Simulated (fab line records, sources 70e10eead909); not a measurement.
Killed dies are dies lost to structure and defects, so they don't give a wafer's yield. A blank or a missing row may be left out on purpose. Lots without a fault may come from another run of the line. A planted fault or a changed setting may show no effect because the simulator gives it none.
Which tool did it? | flow nand_harc | 12 lots, 36 wafers sampled, at 1 step of a route of 1159

WHAT THE GAUGES READ, wafer by wafer
NHARC_P_START_INSPECT_01.
lot  | measured    | on                | raw_defect_count
L075 | day 1 18:02 | defect_inspect-02 | 3 5 2
L077 | day 2 06:02 | defect_inspect-02 | 2 3 4
L079 | day 2 18:02 | defect_inspect-02 | 7 4 4
L081 | day 3 06:02 | defect_inspect-02 | 7 4 2
L083 | day 3 18:02 | defect_inspect-02 | 4 6 4
L085 | day 4 06:02 | defect_inspect-01 | 6 5 4
L087 | day 4 18:02 | defect_inspect-01 | 2 2 5
L089 | day 5 06:02 | defect_inspect-02 | 3 4 6
L091 | day 5 18:02 | defect_inspect-02 | 0 4 3
L093 | day 6 06:02 | defect_inspect-01 | 3 3 2
L095 | day 6 18:02 | defect_inspect-02 | 8 4 1
L097 | day 7 06:02 | defect_inspect-01 | 4 2 9

WHICH TOOL RAN EACH LOT (tool, then ch and the chambers of the sampled wafers, then the start)
The record holds no process step before these readings.

THE ANSWER, worked out from the rows above alone
Rule: what is usual is taken from the lots themselves. Put in order of their means at a reading, lots are off if they are a third of the lots or fewer, leave a main group of 4 or more, and stand apart from it by a gap of 3 or more times the standard deviation of the main group's means; of several such gaps the widest counts. A main group whose means are all the same, to the digits that the tables above print for the reading, isn't used. A lot without any number at a reading at which 4 lots or more have one is off too. The other lots that the step has rows for count as sound.
No lot is off at any reading shown: from this, nothing can be told.

WHAT THE SIMULATOR HAD PUT IN
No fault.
